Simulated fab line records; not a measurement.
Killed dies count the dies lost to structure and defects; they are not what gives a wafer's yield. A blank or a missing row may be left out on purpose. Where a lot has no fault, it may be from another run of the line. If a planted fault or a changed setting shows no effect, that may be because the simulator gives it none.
Comparing a struck lot with a sound one + flow n5-finfet + 38 out of 1938 route steps
Sound: wafers L664.1, L664.3, L664.5. Struck: wafer L658.5. (L658.1, L658.2 of the same lot were not struck and are left out.) The cause comes at the end.
At each step with rows: each side's tool, then ch and its chambers, then its first start. Under that, the readings that differ: sound wafers + struck wafers + difference of the means + sigmas: that difference in standard deviations of wafers without a fault.
alike: words and numbers the same on both sides, and readings whose means are apart by under 2 such deviations; not compared: readings that were withheld, readings missing a value for some wafer, numbers with overlapping values and no deviation given by the record, and bounds like >300 which may hide the same value.
Wherever a step has rows on one side only, a row that says differs or no value, or a row with sigmas, the two part there. Numbers that have no deviation but don't overlap get no sigmas and don't part them. A reading missing from all wafers of one side parts the sides only when that side holds two or more wafers.

first, 10 steps without rows for these wafers: N5_PASSIVATION_DESCUM_12 (chemistry O2, time 7.9 s); N5_PASSIVATION_PASS_ETCH_74 (etches SiNx in CF4/O2, target depth 220 nm, time 110 s); N5_PASSIVATION_VIA_ETCH_13 (etches SiO2 in CHF3/O2, target depth 660 nm, time 330 s); N5_PASSIVATION_STRIP_14 (strips in O2); N5_PASSIVATION_ETCH_15 (etches SiCN in CF4/N2, target depth 75 nm, time 81.2 s); N5_PASSIVATION_STRIP_73 (strips in post etch residue remover, time 60 s); N5_PASSIVATION_SRD_17 (time 30 s, dry time 30 s); N5_PASSIVATION_DEGAS_18 (time 60 s); N5_PASSIVATION_PRE_CLEAN_19; N5_PASSIVATION_SPUTTER_20 (material TaN, target thk 50 nm).
N5_PASSIVATION_AL_DEP_21: deposits Al, target thk 2800 nm, time 170 s.
  sound on pvd-sputter-01, day 16 17:39; struck on pvd-sputter-02, day 14 23:01
| reading                                       | sound          | struck | difference | sigmas |
|-----------------------------------------------|----------------|--------|------------|--------|
| model.Al_of_PASSIVATION_AL_DEP_21.thk-nm (nm) | 2796 2786 2777 | 1971   | -815       |        |
  alike: throttle-valve-pct
then, 25 steps without rows for these wafers: N5_PASSIVATION_HMDS_23 (time 60 s); N5_PASSIVATION_COAT_24; N5_PASSIVATION_EBR_26; N5_PASSIVATION_SOFTBAKE_25 (time 90 s); N5_PASSIVATION_EXPOSE_27 (exposes mask PAD, defocus 0 nm); N5_PASSIVATION_PEB_28; N5_PASSIVATION_DEVELOP_29 (develop time 60 s); N5_PASSIVATION_HARDBAKE_31 (time 120 s); N5_PASSIVATION_DESCUM_32 (chemistry O2, time 7.9 s); N5_PASSIVATION_AL_ETCH_33 (etches Al in Cl2/BCl3, stops on TaN, target depth 2800 nm, time 466.7 s); N5_PASSIVATION_ETCH_59 (etches TaN in Cl2/BCl3, target depth 65 nm, time 34.9 s); N5_PASSIVATION_STRIP_34 (strips in O2); N5_PASSIVATION_STRIP_51 (strips in post etch residue remover, time 1200 s); N5_PASSIVATION_CLEAN_69 (cleans in IPA, time 180 s); N5_PASSIVATION_SRD_70 (time 30 s); N5_PASSIVATION_PECVD_53 (deposits SiO2 from TEOS/O2, target thk 800 nm, time 169.4 s); N5_PASSIVATION_PECVD_35 (deposits SiNx from SiH4/NH3/N2, target thk 700 nm, time 151.3 s); N5_PASSIVATION_HMDS_37 (time 60 s); N5_PASSIVATION_COAT_38; N5_PASSIVATION_EBR_40; N5_PASSIVATION_SOFTBAKE_39 (time 120 s); N5_PASSIVATION_EXPOSE_41 (exposes mask PASS OPEN, defocus 0 nm, target cd 40000 nm); N5_PASSIVATION_PEB_42; N5_PASSIVATION_DEVELOP_43 (develop time 60 s); N5_PASSIVATION_HARDBAKE_45 (time 120 s).
N5_PASSIVATION_STRIP_52: strips in post etch residue remover, time 1200 s.
  sound on wet-bench-06 ch 0,3,4, day 16 20:46; struck on wet-bench-01 ch 2, day 15 02:34
| reading                                       | sound          | struck | difference | sigmas |
|-----------------------------------------------|----------------|--------|------------|--------|
| model.Al_of_PASSIVATION_AL_DEP_21.thk-nm (nm) | 2781 2770 2761 | 1956   | -815       |        |
  alike: bath-guard-temp-C, temp-c
N5_PASSIVATION_PROBE_49:
  the record has rows for the struck wafers here (prober-02, day 15 05:50) and none for the sound ones

WHERE THEY PART
Only at N5_PASSIVATION_PROBE_49, within this record.

WHY: what the simulator had put in
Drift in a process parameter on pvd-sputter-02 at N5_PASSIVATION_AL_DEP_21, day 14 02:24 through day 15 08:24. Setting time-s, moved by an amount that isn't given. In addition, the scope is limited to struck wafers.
